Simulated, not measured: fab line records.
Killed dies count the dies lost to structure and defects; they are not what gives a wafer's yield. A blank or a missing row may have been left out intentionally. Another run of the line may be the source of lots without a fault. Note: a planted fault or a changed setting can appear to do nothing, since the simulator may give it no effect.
Split-lot study :: flow n5 finfet :: 7 lots, 21 wafers read, on a route of 1938 steps

== ON THE SPLIT ==
At N5_BEOL_M13_ETCH_68 (etches SOC in N2/H2, time 355 s), the setting time s was moved away from the recipe's 355 s on 7 of the 21 wafers read, by -15.7% to +19.2%. For the rest of the wafers, this setting stayed at what the recipe calls for.

The reading is taken at the split's own step.

== THE READING ==
SiARC_of_BEOL_M13_COAT_66.thk nm (the simulator's own value, which no gauge read), in nm, at N5_BEOL_M13_ETCH_68 (etches SOC in N2/H2, time 355 s). The file gives no usual value for it. Average 77.0 nm, standard deviation 0.8 nm, over the 14 wafers here run with the recipe.

wafer: L074.3
tool, chamber at the split: rie diel-02, 0
time s as run, s: 355
against the recipe: recipe
SiARC_of_BEOL_M13_COAT_66.thk nm, nm: 77
against lot-mates on the recipe: -

wafer: L074.5
tool, chamber at the split: rie diel-02, 1
time s as run, s: 376
against the recipe: +5.9%
SiARC_of_BEOL_M13_COAT_66.thk nm, nm: 75.4
against lot-mates on the recipe: -1.6

wafer: L074.6
tool, chamber at the split: rie diel-02, 0
time s as run, s: 376
against the recipe: +5.9%
SiARC_of_BEOL_M13_COAT_66.thk nm, nm: 74.6
against lot-mates on the recipe: -2.4

wafer: L077.1
tool, chamber at the split: rie diel-01, 3
time s as run, s: 423.1
against the recipe: +19.2%
SiARC_of_BEOL_M13_COAT_66.thk nm, nm: 71.8
against lot-mates on the recipe: -4.8

wafer: L077.2
tool, chamber at the split: rie diel-01, 2
time s as run, s: 355
against the recipe: recipe
SiARC_of_BEOL_M13_COAT_66.thk nm, nm: 76.6
against lot-mates on the recipe: -

wafer: L077.3
tool, chamber at the split: rie diel-01, 1
time s as run, s: 423.1
against the recipe: +19.2%
SiARC_of_BEOL_M13_COAT_66.thk nm, nm: 72.2
against lot-mates on the recipe: -4.4

wafer: L078.1
tool, chamber at the split: rie diel-01, 3
time s as run, s: 355
against the recipe: recipe
SiARC_of_BEOL_M13_COAT_66.thk nm, nm: 78.4
against lot-mates on the recipe: -

wafer: L078.4
tool, chamber at the split: rie diel-01, 3
time s as run, s: 312.8
against the recipe: -11.9%
SiARC_of_BEOL_M13_COAT_66.thk nm, nm: 82.4
against lot-mates on the recipe: +4.4

wafer: L078.5
tool, chamber at the split: rie diel-01, 2
time s as run, s: 355
against the recipe: recipe
SiARC_of_BEOL_M13_COAT_66.thk nm, nm: 77.6
against lot-mates on the recipe: -

wafer: L082.1
tool, chamber at the split: rie diel-06, 1
time s as run, s: 299.2
against the recipe: -15.7%
SiARC_of_BEOL_M13_COAT_66.thk nm, nm: 82.6
against lot-mates on the recipe: +5.4

wafer: L082.2
tool, chamber at the split: rie diel-06, 2
time s as run, s: 355
against the recipe: recipe
SiARC_of_BEOL_M13_COAT_66.thk nm, nm: 77
against lot-mates on the recipe: -

wafer: L082.6
tool, chamber at the split: rie diel-06, 1
time s as run, s: 355
against the recipe: recipe
SiARC_of_BEOL_M13_COAT_66.thk nm, nm: 77.4
against lot-mates on the recipe: -

wafer: L084.2
tool, chamber at the split: rie diel-06, 1
time s as run, s: 355
against the recipe: recipe
SiARC_of_BEOL_M13_COAT_66.thk nm, nm: 76.4
against lot-mates on the recipe: -

wafer: L084.5
tool, chamber at the split: rie diel-06, 1
time s as run, s: 355
against the recipe: recipe
SiARC_of_BEOL_M13_COAT_66.thk nm, nm: 76.4
against lot-mates on the recipe: -

wafer: L084.4
tool, chamber at the split: rie diel-06, 2
time s as run, s: 355
against the recipe: recipe
SiARC_of_BEOL_M13_COAT_66.thk nm, nm: 76.2
against lot-mates on the recipe: -

wafer: L093.1
tool, chamber at the split: rie diel-01, 2
time s as run, s: 355
against the recipe: recipe
SiARC_of_BEOL_M13_COAT_66.thk nm, nm: 76.6
against lot-mates on the recipe: -

wafer: L093.4
tool, chamber at the split: rie diel-01, 1
time s as run, s: 355
against the recipe: recipe
SiARC_of_BEOL_M13_COAT_66.thk nm, nm: 78.8
against lot-mates on the recipe: -

wafer: L093.6
tool, chamber at the split: rie diel-01, 3
time s as run, s: 318.7
against the recipe: -10.2%
SiARC_of_BEOL_M13_COAT_66.thk nm, nm: 80.8
against lot-mates on the recipe: +3.1

wafer: L094.2
tool, chamber at the split: rie diel-02, 2
time s as run, s: 355
against the recipe: recipe
SiARC_of_BEOL_M13_COAT_66.thk nm, nm: 76
against lot-mates on the recipe: -

wafer: L094.4
tool, chamber at the split: rie diel-02, 0
time s as run, s: 355
against the recipe: recipe
SiARC_of_BEOL_M13_COAT_66.thk nm, nm: 76.4
against lot-mates on the recipe: -

wafer: L094.5
tool, chamber at the split: rie diel-02, 0
time s as run, s: 355
against the recipe: recipe
SiARC_of_BEOL_M13_COAT_66.thk nm, nm: 76.6
against lot-mates on the recipe: -

FIT RESULTS
A straight line over all 21 wafers: SiARC_of_BEOL_M13_COAT_66.thk nm changes by -0.315 nm for each +1% of time s; r = -0.95; the points scatter about the line by 0.87 nm.
The same after taking each lot's own level away (the mean of its wafers on the recipe; 21 wafers): -0.286 nm for each +1%; r = -0.97; scatter 0.59 nm.
On that fit, the largest move of time s shifts the reading by 5.5 nm.
The lots' own levels span 76.33 to 78.00 nm, that is 2.1 times the standard deviation above.
Thus the slope moves with the lot-to-lot level: the two fits are different.
Check: with one of the wafers moved furthest among these (+19.2%) left out of the fit, the line predicts -5.57 nm for it against its lot-mates. Against them it came out at -4.8 nm.

== THESE WAFERS: OTHER SPLITS ==
Before the reading, these wafers also passed through other splits. Each is held against what the fit with the lots' levels taken away leaves over:
other split on the same wafers: N5_BEOL_M7_DESCUM_33 time s
wafers away from the commonest value: 6
r with SiARC_of_BEOL_M13_COAT_66.thk nm (lot level and that fit taken away): -0.05

other split on the same wafers: N5_BEOL_M7_TRENCH_ETCH_37 source w
wafers away from the commonest value: 5
r with SiARC_of_BEOL_M13_COAT_66.thk nm (lot level and that fit taken away): -0.16

other split on the same wafers: N5_BEOL_M9_TRENCH_ETCH_37 bias w
wafers away from the commonest value: 9
r with SiARC_of_BEOL_M13_COAT_66.thk nm (lot level and that fit taken away): -0.16

other split on the same wafers: N5_BEOL_M10_TRENCH_ETCH_37 bias w
wafers away from the commonest value: 7
r with SiARC_of_BEOL_M13_COAT_66.thk nm (lot level and that fit taken away): +0.06

other split on the same wafers: N5_BEOL_M10_ETCH_41 source w
wafers away from the commonest value: 7
r with SiARC_of_BEOL_M13_COAT_66.thk nm (lot level and that fit taken away): -0.19

other split on the same wafers: N5_BEOL_M11_ETCH_62 bias w
wafers away from the commonest value: 11
r with SiARC_of_BEOL_M13_COAT_66.thk nm (lot level and that fit taken away): +0.07

other split on the same wafers: N5_BEOL_M11_COAT_22 spin rpm
wafers away from the commonest value: 11
r with SiARC_of_BEOL_M13_COAT_66.thk nm (lot level and that fit taken away): -0.08

other split on the same wafers: N5_BEOL_M12_SPUTTER_43 time s
wafers away from the commonest value: 7
r with SiARC_of_BEOL_M13_COAT_66.thk nm (lot level and that fit taken away): -0.07

== THE FILE'S OWN FIT ==
SiARC_of_BEOL_M13_COAT_66.thk nm changes by -0.3 nm for each +1% of time s, r = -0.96.
